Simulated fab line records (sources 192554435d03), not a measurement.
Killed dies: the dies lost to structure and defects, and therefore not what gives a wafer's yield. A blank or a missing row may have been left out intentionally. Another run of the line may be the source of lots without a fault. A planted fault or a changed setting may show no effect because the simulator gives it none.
Matching of chambers    flow n5-finfet    rie-diel-05 running N5_MOL_CONTACT_COAG_ETCH_67: 4 sister chambers
The step etches SOC in N2/H2, target depth 60 nm, overetch 21 nm, time 101.2 s. 7 wafers are shown with their chamber, then 7 later ones without.

== WAFERS WITH THEIR CHAMBER ==
wafer   chamber  showerhead-plenum-p-Torr (Torr)  throttle-valve-pct (%)
L074.4  1        2.51                             18.06
L075.1  0        2.49                             17.62
L079.2  2        2.61                             18.14
L079.4  0        2.49                             17.64
L079.5  3        2.51                             17.85
L080.3  2        2.60                             18.15
L080.5  3        2.51                             17.86

== WAFERS WITH NO CHAMBER GIVEN ==
wafer   showerhead-plenum-p-Torr (Torr)  throttle-valve-pct (%)
L080.6  2.48                             17.64
L084.2  2.51                             17.67
L084.3  2.48                             17.64
L084.6  2.48                             17.63
L097.1  2.49                             17.73
L097.2  2.49                             17.92
L097.3  2.59                             17.77

== WHICH CHAMBER EACH ONE RAN IN ==
wafer    from the rows above   in truth
L080.6   0                     0
L084.2   0                     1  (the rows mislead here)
L084.3   0                     0
L084.6   0                     0
L097.1   0                     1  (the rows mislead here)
L097.2   3                     3
L097.3   3                     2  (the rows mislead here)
Correctly placed: 4 of 7. Left unplaced by these rows: 0. Wrongly placed: 3.
How it was worked out, from the rows above alone: a wafer's distance from a chamber is the root of the sum, over the readings, of the square of ((its reading less the chamber's mean) divided by the reading's scatter). The wafer belongs to the nearest chamber; if the next one is less than 2 further off, it can't be placed. Each chamber's mean is taken over the wafers shown for it. How the scatter is found: for the shown wafers, subtract from each reading the mean of its chamber, square and add these, divide the total by (wafers less chambers), then take the root.
